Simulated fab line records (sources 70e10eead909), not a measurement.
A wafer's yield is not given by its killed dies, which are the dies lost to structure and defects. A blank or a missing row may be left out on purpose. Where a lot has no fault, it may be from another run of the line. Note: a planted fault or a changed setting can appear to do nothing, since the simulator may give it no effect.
fab line records ; flow nand-harc
record lots=12; wafers=36; last-day=24
route steps=1159 shown P_GATE@170 END@1159
lots untouched by any fault: they come from a run of this same line in which no faults occurred
start-h: start of the lot's first displayed wafer, in hours after the record's first day ; wait-h: hours elapsed since this lot's preceding step ; " unchanged from the row above ; L1.1+2: several wafers, shown together as one row ; - either no value or no given start ; * or withheld: withheld ; < > ~ a bound
route shown NAME@n: a module of which the file shows steps, and the number in the route of the first ; usual: mean/standard deviation taken from wafers without a fault ; same: alike in all rows ; chamber/n: place in a boat ; sites: the reading at each site ; _std_site: their standard deviation ; _edge_site: the outer-site mean with the inner-site mean subtracted ; radius-mm: how far each site lies from the wafer's centre ; mask NAME#n: copy n ; behind: the most recent tool/chamber to have shaped the wafer ; hold: why the lot was held/for how many hours/how that ended ; device: the n, p or np transistor that did not switch ; end of line: tests of these same wafers at the route's end ; step lacking rows: just its recipe ; killed: not the wafer's yield, but the dies lost to structure and defects at the first sort ; map: a wafer's dies, x killed, . not, _ none there
set.NAME: setting as actually run; set.NAME@STEP: the setting as run at that earlier step ; model.NAME: the simulator's own value behind a step, which no gauge read
a sample of lots followed through the steps of the route, with each step as a table and each wafer as a row
services: the hour from which a tool's chamber was out of use, counted from the record's first day as start-h (under 0 if before that day), plus the number of hours and why
## steps
# step NHARC_P_GATE_CD_MEAS_46
# recipe target-cd-nm=720; landing-energy-ev=500
# usual cd-nm=720.8/1.7
lot.wafer;tool;chamber;start-h;wait-h;cd-nm
L152.1;cd-sem-02;0;101.40;-;722.1
L152.4;cd-sem-02;0;101.40;-;721.9
L152.6;cd-sem-02;0;101.40;-;722.1
L154.4;cd-sem-01;0;120.09;-;721.3
L154.5;cd-sem-01;0;120.09;-;721.0
L154.6;cd-sem-01;0;120.09;-;722.3
L156.3;cd-sem-03;0;131.70;-;721.3
L156.4;cd-sem-03;0;131.70;-;721.0
L156.5;cd-sem-03;0;131.70;-;720.9
L158.1;cd-sem-03;0;147.73;-;722.4
L158.4;cd-sem-03;0;147.73;-;722.8
L158.5;cd-sem-03;0;147.73;-;722.7
L159.1;cd-sem-03;0;149.81;-;724.8
L159.5;cd-sem-03;0;149.81;-;721.7
L159.6;cd-sem-03;0;149.81;-;721.6
L160.3;cd-sem-03;0;150.09;-;716.6
L160.4;cd-sem-03;0;150.09;-;720.9
L160.5;cd-sem-03;0;150.09;-;716.8
L162.2;cd-sem-01;0;160.77;-;721.2
L162.4;cd-sem-01;0;160.77;-;721.8
L162.6;cd-sem-01;0;160.77;-;722.4
L169.3;cd-sem-03;0;209.62;-;720.5
L169.4;cd-sem-03;0;209.62;-;721.0
L169.6;cd-sem-03;0;209.62;-;720.8
L171.2;cd-sem-01;0;224.54;-;719.6
L171.3;cd-sem-01;0;224.54;-;724.0
L171.4;cd-sem-01;0;224.54;-;720.5
L172.3;cd-sem-01;0;224.91;-;717.4
L172.4;cd-sem-01;0;224.91;-;720.0
L172.6;cd-sem-01;0;224.91;-;718.6
L173.3;cd-sem-03;0;231.55;-;716.9
L173.4;cd-sem-03;0;231.55;-;720.5
L173.5;cd-sem-03;0;231.55;-;719.7
L174.3;cd-sem-01;0;239.74;-;723.2
L174.5;cd-sem-01;0;239.74;-;722.3
L174.6;cd-sem-01;0;239.74;-;719.5
# step NHARC_P_GATE_STRIP_76
# recipe power-w=1500; temp-c=250; chemistry=O2
# usual drypump-motor-current-A=6.24/0.093; heater-power-w=329/20
lot.wafer;tool;chamber;start-h;wait-h;drypump-motor-current-A;heater-power-w;rf-hours-counter-h
L152.1;plasma-asher-02;1;104.13;0.2;6.36;353;31
L152.4;plasma-asher-02;0;104.13;0.2;6.25;321;-
L152.6;plasma-asher-02;0;104.13;0.2;6.18;309;-
L154.4;plasma-asher-02;0;122.70;0.2;6.22;318;-
L154.6;plasma-asher-02;0;122.70;0.2;6.20;314;-
L154.5;plasma-asher-02;1;122.70;0.2;6.39;357;-
L156.4;plasma-asher-02;1;134.27;0.2;6.36;353;-
L156.3;plasma-asher-02;0;134.27;0.2;6.16;315;-
L156.5;plasma-asher-02;0;134.27;0.2;6.26;309;-
L158.1;plasma-asher-01;1;150.28;0.2;6.11;336;13
L158.4;plasma-asher-01;1;150.28;0.2;6.11;318;-
L158.5;plasma-asher-01;0;150.28;0.2;6.24;299;-
L159.1;plasma-asher-01;1;152.62;0.2;6.10;331;14
L159.5;plasma-asher-01;1;152.62;0.2;6.11;326;-
L159.6;plasma-asher-01;0;152.62;0.2;6.24;306;-
L160.3;plasma-asher-02;1;152.82;0.2;6.38;360;-
L160.4;plasma-asher-02;0;152.82;0.2;6.22;320;-
L160.5;plasma-asher-02;0;152.82;0.2;6.19;312;-
L162.2;plasma-asher-02;0;163.48;0.2;6.23;325;54
L162.4;plasma-asher-02;1;163.48;0.2;6.41;347;-
L162.6;plasma-asher-02;1;163.48;0.2;6.34;349;-
L169.3;plasma-asher-01;0;212.28;0.2;6.21;308;-
L169.4;plasma-asher-01;1;212.28;0.2;6.13;334;-
L169.6;plasma-asher-01;0;212.28;0.2;6.18;307;-
L171.2;plasma-asher-02;0;226.97;0.2;6.23;325;11
L171.4;plasma-asher-02;1;226.97;0.2;6.38;351;-
L171.3;plasma-asher-02;0;226.97;0.2;6.22;324;-
L172.4;plasma-asher-01;0;227.48;0.2;6.23;294;-
L172.3;plasma-asher-01;1;227.48;0.2;6.13;339;-
L172.6;plasma-asher-01;0;227.48;0.2;6.19;306;-
L173.4;plasma-asher-02;0;234.00;0.2;6.17;327;-
L173.3;plasma-asher-02;1;234.00;0.2;6.38;352;-
L173.5;plasma-asher-02;1;234.00;0.2;6.39;338;-
L174.3;plasma-asher-01;1;242.37;0.1;6.09;331;-
L174.6;plasma-asher-01;0;242.37;0.1;6.19;296;-
L174.5;plasma-asher-01;1;242.37;0.1;6.11;339;-
# step NHARC_P_GATE_DESCUM_93
# recipe time-s=3; o2-flow-sccm=200; ar-flow-sccm=0; bias-power-w=0; chemistry=O2
# usual chamber-pressure-mTorr=60.00/0.053; drypump-motor-current-A=5.6/0.44; oes-product-au=1.003/0.0079; rf-vpp-V=57.9/0.97; showerhead-plenum-p-Torr=1.95/0.079; throttle-valve-pct=11.312/0.0092
lot.wafer;tool;chamber;start-h;wait-h;chamber-pressure-mTorr;drypump-motor-current-A;oes-product-au;rf-hours-counter-h;rf-vpp-V;showerhead-plenum-p-Torr;throttle-valve-pct
L152.4;rie-diel-11;1;105.17;-;60.01;5.7;0.998;16;58.5;2.00;11.305
L152.1;rie-diel-11;2;105.17;-;60.02;5.4;1.000;17;59.5;2.01;11.309
L152.6;rie-diel-11;2;105.17;-;60.09;5.4;1.004;-;58.0;2.01;11.325
L154.4;rie-diel-06;1;123.64;-;60.06;6.0;1.003;18;57.7;1.87;11.307
L154.6;rie-diel-06;0;123.64;-;60.02;5.6;1.004;-;57.2;1.80;11.308
L154.5;rie-diel-06;1;123.64;-;60.02;6.0;1.000;-;57.5;1.87;11.295
L156.3;rie-diel-11;0;135.41;-;59.99;5.1;1.017;18;57.0;1.81;11.299
L156.4;rie-diel-11;2;135.41;-;60.09;5.4;1.001;24;57.5;2.00;11.306
L156.5;rie-diel-11;0;135.41;-;59.95;5.1;1.013;-;56.6;1.81;11.289
L158.1;rie-diel-11;3;151.36;-;60.03;5.6;1.005;26;58.5;2.05;11.311
L158.4;rie-diel-11;1;151.36;-;59.95;5.7;1.001;25;58.2;2.00;11.314
L158.5;rie-diel-11;3;151.36;-;60.08;5.6;1.000;-;58.5;2.05;11.307
L159.1;rie-diel-11;2;153.62;-;59.97;5.4;0.995;27;57.2;2.00;11.304
L159.5;rie-diel-11;3;153.62;-;59.98;5.6;0.985;-;59.3;2.05;11.317
L159.6;rie-diel-11;0;153.62;-;59.97;5.1;1.016;-;56.9;1.81;11.310
L160.4;rie-diel-09;2;153.90;-;59.91;6.2;0.999;23;59.2;1.97;11.307
L160.3;rie-diel-09;3;153.90;-;60.04;6.4;0.998;23;59.0;1.96;11.307
L160.5;rie-diel-09;3;153.90;-;59.95;6.4;1.001;-;56.8;1.96;11.310
L162.2;rie-diel-06;2;164.55;-;60.06;5.0;1.009;35;57.1;1.97;11.310
L162.4;rie-diel-06;3;164.55;-;59.95;6.0;1.015;35;58.3;1.95;11.301
L162.6;rie-diel-06;2;164.55;-;60.00;5.0;1.022;-;59.7;1.97;11.302
L169.4;rie-diel-06;0;213.35;-;60.05;5.6;1.006;51;58.0;1.79;11.328
L169.3;rie-diel-06;2;213.35;-;60.06;5.0;1.012;54;57.7;1.97;11.321
L169.6;rie-diel-06;0;213.35;-;60.00;5.6;0.996;-;56.2;1.79;11.314
L171.4;rie-diel-06;3;228.10;-;60.01;6.1;1.008;50;57.6;1.95;11.317
L171.2;rie-diel-06;0;228.10;-;60.00;5.6;1.004;57;56.6;1.79;11.293
L171.3;rie-diel-06;2;228.10;-;59.96;5.0;1.007;58;57.9;1.97;11.303
L172.3;rie-diel-11;3;228.55;-;60.09;5.6;1.008;4;58.9;2.05;11.298
L172.4;rie-diel-11;0;228.55;-;60.04;5.1;1.009;4;56.8;1.81;11.320
L172.6;rie-diel-11;0;228.55;-;59.93;5.1;1.014;-;57.2;1.81;11.322
L173.4;rie-diel-11;3;235.12;-;60.03;5.6;1.011;5;57.1;2.05;11.336
L173.3;rie-diel-11;0;235.12;-;60.01;5.2;1.010;5;56.1;1.81;11.298
L173.5;rie-diel-11;0;235.12;-;59.97;5.1;1.006;-;55.4;1.81;11.314
L174.3;rie-diel-11;0;243.29;-;60.00;5.1;1.006;7;57.8;1.81;11.322
L174.6;rie-diel-11;0;243.29;-;60.04;5.1;0.991;-;57.8;1.81;11.298
L174.5;rie-diel-11;1;243.29;-;60.08;5.7;0.996;-;58.1;2.00;11.320
# step NHARC_P_GATE_STRIP_113
# recipe power-w=1500; temp-c=110; time-s=740; chemistry=N2/H2
# usual drypump-motor-current-A=6.24/0.098; heater-power-w=88/5.4
lot.wafer;tool;chamber;start-h;wait-h;drypump-motor-current-A;heater-power-w;rf-hours-counter-h
L152.1;plasma-asher-02;0;105.70;0.3;6.20;85;32
L152.4;plasma-asher-02;1;105.70;0.3;6.36;97;-
L152.6;plasma-asher-02;0;105.70;0.3;6.23;84;-
L154.4;plasma-asher-02;0;124.36;0.5;6.22;85;-
L154.6;plasma-asher-02;1;124.36;0.5;6.41;98;-
L154.5;plasma-asher-02;0;124.36;0.5;6.20;85;-
L156.4;plasma-asher-02;0;136.33;0.7;6.22;85;-
L156.3;plasma-asher-02;1;136.33;0.7;6.38;96;-
L156.5;plasma-asher-02;1;136.33;0.7;6.35;98;-
L158.1;plasma-asher-02;0;151.85;0.3;6.20;85;49
L158.4;plasma-asher-02;1;151.85;0.3;6.35;94;-
L158.5;plasma-asher-02;0;151.85;0.3;6.16;81;-
L159.1;plasma-asher-02;1;154.07;0.3;6.38;96;50
L159.6;plasma-asher-02;0;154.07;0.3;6.18;83;-
L159.5;plasma-asher-02;1;154.07;0.3;6.38;95;-
L160.3;plasma-asher-01;1;154.83;0.7;6.12;86;-
L160.4;plasma-asher-01;0;154.83;0.7;6.22;79;-
L160.5;plasma-asher-01;0;154.83;0.7;6.22;81;-
L162.2;plasma-asher-02;0;164.92;0.2;6.23;85;55
L162.4;plasma-asher-02;1;164.92;0.2;6.35;96;-
L162.6;plasma-asher-02;1;164.92;0.2;6.36;95;-
L169.4;plasma-asher-02;0;213.96;0.3;6.23;87;-
L169.3;plasma-asher-02;1;213.96;0.3;6.43;93;-
L169.6;plasma-asher-02;0;213.96;0.3;6.23;85;-
L171.2;plasma-asher-01;0;228.46;0.2;6.21;81;38
L171.3;plasma-asher-01;0;228.46;0.2;6.17;80;-
L171.4;plasma-asher-01;1;228.46;0.2;6.13;88;-
L172.3;plasma-asher-02;0;229.17;0.4;6.25;86;-
L172.4;plasma-asher-02;1;229.17;0.4;6.34;95;-
L172.6;plasma-asher-02;1;229.17;0.4;6.31;93;-
L173.4;plasma-asher-02;1;235.73;0.3;6.38;93;-
L173.3;plasma-asher-02;0;235.73;0.3;6.21;85;-
L173.5;plasma-asher-02;0;235.73;0.3;6.17;85;-
L174.3;plasma-asher-01;1;244.11;0.6;6.13;89;-
L174.5;plasma-asher-01;1;244.11;0.6;6.16;86;-
L174.6;plasma-asher-01;0;244.11;0.6;6.16;82;-
# step NHARC_P_GATE_INSPECT_68
# usual raw-defect-count=199/74
lot.wafer;tool;chamber;start-h;wait-h;raw-defect-count
L152.1;defect-inspect-02;-;108.24;0.2;148
L152.4;defect-inspect-02;-;108.24;0.2;148
L152.6;defect-inspect-02;-;108.24;0.2;267
L154.4;defect-inspect-01;-;126.56;0.1;165
L154.5;defect-inspect-01;-;126.56;0.1;136
L154.6;defect-inspect-01;-;126.56;0.1;130
L156.3;defect-inspect-01;-;138.70;0.1;105
L156.4;defect-inspect-01;-;138.70;0.1;313
L156.5;defect-inspect-01;-;138.70;0.1;161
L158.1;defect-inspect-01;-;154.29;0.2;284
L158.4;defect-inspect-01;-;154.29;0.2;181
L158.5;defect-inspect-01;-;154.29;0.2;274
L159.1;defect-inspect-02;-;156.51;0.2;129
L159.5;defect-inspect-02;-;156.51;0.2;104
L159.6;defect-inspect-02;-;156.51;0.2;122
L160.3;defect-inspect-01;-;157.81;0.1;1223
L160.4;defect-inspect-01;-;157.81;0.1;1156
L160.5;defect-inspect-01;-;157.81;0.1;1229
L162.2;defect-inspect-02;-;167.44;0.1;1232
L162.4;defect-inspect-02;-;167.44;0.1;1203
L162.6;defect-inspect-02;-;167.44;0.1;1159
L169.3;defect-inspect-01;-;216.29;0.1;265
L169.4;defect-inspect-01;-;216.29;0.1;294
L169.6;defect-inspect-01;-;216.29;0.1;244
L171.2;defect-inspect-02;-;231.02;0.1;99
L171.3;defect-inspect-02;-;231.02;0.1;111
L171.4;defect-inspect-02;-;231.02;0.1;119
L172.3;defect-inspect-02;-;231.68;0.1;87
L172.4;defect-inspect-02;-;231.68;0.1;155
L172.6;defect-inspect-02;-;231.68;0.1;162
L173.3;defect-inspect-01;-;238.05;0.1;113
L173.4;defect-inspect-01;-;238.05;0.1;214
L173.5;defect-inspect-01;-;238.05;0.1;104
L174.3;defect-inspect-01;-;246.60;0.1;177
L174.5;defect-inspect-01;-;246.60;0.1;146
L174.6;defect-inspect-01;-;246.60;0.1;208
# step NHARC_END_SORT_01
# recipe temp-c=25
# usual killed-at-array=26/11; killed-at-other=0.6/1; killed-at-periphery=3.1/2.1; killed-dies=30/11; killed-open=3.4/1.8; killed-short=2.1/1.5
# same gross-dies=677
lot.wafer;tool;chamber;start-h;wait-h;killed-at-array;killed-at-other;killed-at-periphery;killed-dies;killed-open;killed-short
L160.3;prober-01;0;488.27;3.1;16;0;75;91;4;1
L160.4;prober-01;0;489.08;3.4;22;4;103;129;5;7
L160.5;prober-01;0;489.89;3.7;18;1;103;122;3;5
L162.2;prober-02;0;495.37;2.8;28;2;99;129;2;4
L162.4;prober-02;0;496.97;3.4;16;0;82;98;3;2
L162.6;prober-02;0;498.58;4.0;31;1;74;106;4;5
L169.3;prober-02;0;550.03;3.1;55;1;0;56;1;3
L169.4;prober-02;0;550.84;3.4;47;0;2;49;1;3
L169.6;prober-02;0;552.45;4.0;52;4;3;59;4;4
L171.2;prober-01;0;562.60;2.8;24;1;2;27;7;4
L171.3;prober-01;0;563.40;3.1;20;0;7;27;3;5
L171.4;prober-01;0;564.20;3.4;19;0;3;22;3;0
# killed by level:class
L160.3 P_GATE:unspecified=73 A_CHANNEL_HOLE_D1:chamber-film-flake=9 A_CONTACT:chamber-film-flake=3 P_BONDPAD:geometric-particle:open=1 A_CHANNEL_FILL_D1:geometric-particle:short=1 A_WL_FILL:geometric-particle:open=1 A_CONTACT:geometric-particle:open=1 A_BLC:geometric-particle:open=1
L160.4 P_GATE:unspecified=99 A_CHANNEL_HOLE_D1:chamber-film-flake=9 THIN_TSV:chamber-film-flake=4 A_CHANNEL_FILL_D1:geometric-particle:open=3 A_CHANNEL_FILL_D1:geometric-particle:short=2 A_CONTACT:chamber-film-flake=2 P_GATE:geometric-particle:open=1 P_M0:geometric-particle:short=1
L160.5 P_GATE:unspecified=101 A_CHANNEL_HOLE_D1:chamber-film-flake=8 A_CONTACT:chamber-film-flake=3 A_CHANNEL_FILL_D1:geometric-particle:short=2 P_CONTACT:geometric-particle:short=1 A_SOURCE_PLATE:geometric-particle:short=1 A_SOURCE_PLATE:geometric-particle:open=1 A_ONON_D1:geometric-particle:open=1
L162.2 P_GATE:unspecified=97 A_CONTACT:chamber-film-flake=12 A_CHANNEL_HOLE_D1:chamber-film-flake=6 A_CHANNEL_HOLE_D1:geometric-particle:open=2 A_CHANNEL_FILL_D1:geometric-particle:short=2 A_STAIRCASE:chamber-film-flake=2 A_SGD_CUT:geometric-particle:short=1 P_GATE:chamber-film-flake=1
L162.4 P_GATE:unspecified=76 A_CONTACT:chamber-film-flake=7 A_CHANNEL_HOLE_D1:chamber-film-flake=3 P_GATE:chamber-film-flake=2 P_CONTACT:chamber-film-flake=2 A_WL_FILL:chamber-film-flake=2 P_GATE:geometric-particle:open=1 A_CHANNEL_FILL_D1:chamber-film-flake=1
L162.6 P_GATE:unspecified=70 A_CONTACT:chamber-film-flake=13 A_CHANNEL_HOLE_D1:chamber-film-flake=6 A_CHANNEL_FILL_D1:geometric-particle:short=2 A_STAIRCASE:chamber-film-flake=2 A_WL_FILL:chamber-film-flake=2 P_GATE:geometric-particle:open=1 P_M0:geometric-particle:short=1
L169.3 A_CHANNEL_HOLE_D1:chamber-film-flake=22 A_SLIT:chamber-film-flake=20 A_CONTACT:chamber-film-flake=6 A_STAIRCASE:chamber-film-flake=2 A_ONON_D1:geometric-particle:open=1 A_CHANNEL_FILL_D1:geometric-particle:short=1 A_WL_FILL:geometric-particle:short=1 A_M0:geometric-particle:short=1
L169.4 A_CHANNEL_HOLE_D1:chamber-film-flake=16 A_SLIT:chamber-film-flake=15 A_STAIRCASE:chamber-film-flake=6 A_CONTACT:chamber-film-flake=6 P_M0:geometric-particle:open=1 P_M1:geometric-particle:short=1 A_ONON_D1:geometric-particle:short=1 A_CHANNEL_FILL_D1:geometric-particle:short=1
L169.6 A_CHANNEL_HOLE_D1:chamber-film-flake=23 A_SLIT:chamber-film-flake=16 A_WL_FILL:geometric-particle:short=3 A_STAIRCASE:chamber-film-flake=3 A_CONTACT:chamber-film-flake=3 THIN_TSV:chamber-film-flake=3 A_CONTACT:geometric-particle:open=2 P_GATE:geometric-particle:open=1
L171.2 A_CHANNEL_HOLE_D1:chamber-film-flake=5 A_CONTACT:geometric-particle:open=3 A_STAIRCASE:chamber-film-flake=3 A_CONTACT:chamber-film-flake=3 P_CONTACT:geometric-particle:short=1 A_ONON_D1:geometric-particle:short=1 A_CHANNEL_HOLE_D1:geometric-particle:short=1 A_CHANNEL_FILL_D1:geometric-particle:open=1
L171.3 A_CHANNEL_HOLE_D1:chamber-film-flake=8 A_STAIRCASE:chamber-film-flake=5 P_GATE:chamber-film-flake=3 A_CONTACT:geometric-particle:open=2 A_CONTACT:chamber-film-flake=2 P_GATE:geometric-particle:open=1 P_GATE:geometric-particle:short=1 P_M0:geometric-particle:short=1
L171.4 A_CHANNEL_HOLE_D1:chamber-film-flake=7 A_CONTACT:chamber-film-flake=6 A_CONTACT:geometric-particle:open=2 P_ZERO_WELL:chamber-film-flake=2 A_SLIT:chamber-film-flake=2 A_WL_FILL:geometric-particle:open=1 P_GATE:chamber-film-flake=1 A_STAIRCASE:chamber-film-flake=1
## services
tool;chamber;start-h;hours;kind
rie-diel-11;0;95.18;-;clean
rie-diel-11;1;95.18;-;clean
rie-diel-11;2;95.18;-;clean
rie-diel-11;3;95.18;-;clean
plasma-asher-01;-;99.48;9.0;pm
plasma-asher-01;0;99.48;9.0;vent-cycle
plasma-asher-01;1;99.48;9.0;vent-cycle
rie-diel-06;0;101.13;2.3;repair
rie-diel-09;-;106.78;0.4;repair
plasma-asher-01;0;108.48;-;clean
plasma-asher-01;1;108.48;-;clean
rie-diel-11;0;119.69;-;clean
rie-diel-09;-;139.59;0.7;repair
rie-diel-06;3;166.94;16.7;repair
plasma-asher-02;-;183.20;9.0;pm
plasma-asher-02;0;183.20;9.0;vent-cycle
plasma-asher-02;1;183.20;9.0;vent-cycle
rie-diel-11;-;189.50;9.0;pm
plasma-asher-02;0;192.20;-;clean
plasma-asher-02;1;192.20;-;clean
rie-diel-11;-;210.24;0.9;repair
rie-diel-09;-;214.98;1.6;repair
rie-diel-09;-;240.67;0.8;repair
rie-diel-06;-;242.47;9.0;pm
## key
first-sign step=NHARC_P_GATE_INSPECT_68; reading=raw-defect-count; direction=up; sigmas=13; usual=199; struck=1200
effect step=NHARC_END_SORT_01; reading=killed-at-periphery; direction=up; sigmas=41; usual=3.1; struck=89.3
more-kills-born-at NHARC_P_GATE_STRIP_76@plasma-asher-02=516
met-at NHARC_P_GATE_STRIP_76
struck-lots L160,L162
tester-left-out L160,L162
not-acting-at NHARC_P_GATE_CD_MEAS_46,NHARC_P_GATE_DESCUM_93,NHARC_P_GATE_STRIP_113
onset-between 134.27 152.82
fault kind=chamber-particle-source; tool=plasma-asher-02; chamber=-; onset-h=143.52; steps=NHARC_P_GATE_STRIP_76; rate-per-visit-cm2=1.6138; end-h=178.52
# tester-left-out: of these lots the tester's yield and bins aren't shown, on N5 and GAA mostly nor the transistor test; their killed dies are dies lost to structure and defects alone, not to doping, threshold or leakage, so they don't give the yield
